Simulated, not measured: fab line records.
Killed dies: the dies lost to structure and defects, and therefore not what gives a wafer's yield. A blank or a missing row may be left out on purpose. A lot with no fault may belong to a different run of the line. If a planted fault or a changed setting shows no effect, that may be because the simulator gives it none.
Split-lot experiment :: flow n5-finfet :: 7 lots, 21 wafers read, on a route of 1938 steps

## ABOUT THE SPLIT
At N5_MOL_CONTACT_COAG_ETCH_110 (etches Si in CF4/O2, target depth 2.5 nm, time 8 s), the setting source-w was moved away from the recipe's 200 W on 5 of the 21 wafers read, by -8.8% to +16.0%. This setting was run at the recipe's value on the other wafers.

Reading taken at the split's own step.

## THE READING
rf-vpp-V, in V, at N5_MOL_CONTACT_COAG_ETCH_110 (etches Si in CF4/O2, target depth 2.5 nm, time 8 s). Fault-free wafers of this fab line usually give 127.2 V, standard deviation 1.4 V.

wafer: L074.1
tool, chamber at the split: rie-diel-01, 1
source-w as run, W: 200
against the recipe: recipe
rf-vpp-V, V: 130.0
against lot-mates on the recipe: -

wafer: L074.3
tool, chamber at the split: rie-diel-01, 2
source-w as run, W: 224.3
against the recipe: +12.2%
rf-vpp-V, V: 117.8
against lot-mates on the recipe: -10.3

wafer: L074.6
tool, chamber at the split: rie-diel-01, 0
source-w as run, W: 200
against the recipe: recipe
rf-vpp-V, V: 126.1
against lot-mates on the recipe: -

wafer: L075.1
tool, chamber at the split: rie-diel-01, 1
source-w as run, W: 200
against the recipe: recipe
rf-vpp-V, V: 128.3
against lot-mates on the recipe: -

wafer: L075.2
tool, chamber at the split: rie-diel-01, 2
source-w as run, W: 200
against the recipe: recipe
rf-vpp-V, V: 125.4
against lot-mates on the recipe: -

wafer: L075.5
tool, chamber at the split: rie-diel-01, 3
source-w as run, W: 200
against the recipe: recipe
rf-vpp-V, V: 127.5
against lot-mates on the recipe: -

wafer: L077.1
tool, chamber at the split: rie-diel-06, 3
source-w as run, W: 200
against the recipe: recipe
rf-vpp-V, V: 125.5
against lot-mates on the recipe: -

wafer: L077.3
tool, chamber at the split: rie-diel-06, 2
source-w as run, W: 200
against the recipe: recipe
rf-vpp-V, V: 126.2
against lot-mates on the recipe: -

wafer: L077.6
tool, chamber at the split: rie-diel-06, 3
source-w as run, W: 200
against the recipe: recipe
rf-vpp-V, V: 124.7
against lot-mates on the recipe: -

wafer: L083.2
tool, chamber at the split: rie-diel-01, 1
source-w as run, W: 200
against the recipe: recipe
rf-vpp-V, V: 130.3
against lot-mates on the recipe: -

wafer: L083.5
tool, chamber at the split: rie-diel-01, 3
source-w as run, W: 200
against the recipe: recipe
rf-vpp-V, V: 128.5
against lot-mates on the recipe: -

wafer: L083.6
tool, chamber at the split: rie-diel-01, 2
source-w as run, W: 186.2
against the recipe: -6.9%
rf-vpp-V, V: 131.1
against lot-mates on the recipe: +1.7

wafer: L088.1
tool, chamber at the split: rie-diel-02, 2
source-w as run, W: 200
against the recipe: recipe
rf-vpp-V, V: 128.0
against lot-mates on the recipe: -

wafer: L088.4
tool, chamber at the split: rie-diel-02, 3
source-w as run, W: 200
against the recipe: recipe
rf-vpp-V, V: 129.3
against lot-mates on the recipe: -

wafer: L088.5
tool, chamber at the split: rie-diel-02, 2
source-w as run, W: 182.4
against the recipe: -8.8%
rf-vpp-V, V: 135.3
against lot-mates on the recipe: +6.7

wafer: L090.3
tool, chamber at the split: rie-diel-06, 0
source-w as run, W: 211.8
against the recipe: +5.9%
rf-vpp-V, V: 123.6
against lot-mates on the recipe: -3.0

wafer: L090.5
tool, chamber at the split: rie-diel-06, 0
source-w as run, W: 200
against the recipe: recipe
rf-vpp-V, V: 127.3
against lot-mates on the recipe: -

wafer: L090.6
tool, chamber at the split: rie-diel-06, 1
source-w as run, W: 200
against the recipe: recipe
rf-vpp-V, V: 125.9
against lot-mates on the recipe: -

wafer: L093.1
tool, chamber at the split: rie-diel-01, 0
source-w as run, W: 200
against the recipe: recipe
rf-vpp-V, V: 125.7
against lot-mates on the recipe: -

wafer: L093.4
tool, chamber at the split: rie-diel-01, 1
source-w as run, W: 200
against the recipe: recipe
rf-vpp-V, V: 129.3
against lot-mates on the recipe: -

wafer: L093.5
tool, chamber at the split: rie-diel-01, 3
source-w as run, W: 232.1
against the recipe: +16.0%
rf-vpp-V, V: 115.1
against lot-mates on the recipe: -12.4

FIT RESULTS
A straight line over all 21 wafers: rf-vpp-V changes by -0.763 V for each +1% of source-w; r = -0.93; the points scatter about the line by 1.7 V.
The same after taking each lot's own level away (the mean of its wafers on the recipe; 21 wafers): -0.722 V for each +1%; r = -0.94; scatter 1.4 V.
That fit puts the effect of the largest move of source-w on the reading at 12 V.
The span of the lots' own levels, 125.47 to 129.40 V, comes to 2.8 times the standard deviation stated above.
Hence the lot-to-lot level has little effect on the slope; both slopes agree.
Check: -11.2 V against its lot-mates is what the line predicts for one of the wafers moved furthest among these (+16.0%) when that wafer is left out of the fit. Against them it came out at -12.4 V.
Tool readings at the split's step, against how far the setting was moved: rf-vpp-V r = -0.93.

## ADDITIONAL SPLITS CARRIED BY THESE WAFERS
These wafers also went through other splits before the reading. Each is held against what the fit with the lots' levels taken away leaves over:
other split on the same wafers: N5_HKMG_FIN_HK_ALD_01 ald-cycles
wafers away from the commonest value: 7
r with rf-vpp-V (lot level and that fit taken away): -0.56

other split on the same wafers: N5_GATE_CUT_ETCH_58 source-w
wafers away from the commonest value: 8
r with rf-vpp-V (lot level and that fit taken away): +0.28

other split on the same wafers: N5_MOL_CONTACT_COAG_ETCH_15 source-w
wafers away from the commonest value: 9
r with rf-vpp-V (lot level and that fit taken away): -0.09

## THE WHOLE CHAIN: every reading that the file lists as answering this split, in the file's order
step: N5_MOL_CONTACT_COAG_ETCH_110
what it does: etches Si in CF4/O2, target depth 2.5 nm, time 8 s
reading: rf-vpp-V
change (the file's fit): -0.729 V for each +1% of the setting
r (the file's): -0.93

step: N5_MOL_CONTACT_COAG_ETCH_110
what it does: etches Si in CF4/O2, target depth 2.5 nm, time 8 s
reading: etch.depth-nm (the simulator's own value, which no gauge read)
change (the file's fit): +0.0229 nm for each +1% of the setting
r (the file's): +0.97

## FILE'S OWN FIT
rf-vpp-V changes by -0.729 V for each +1% of source-w, r = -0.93.
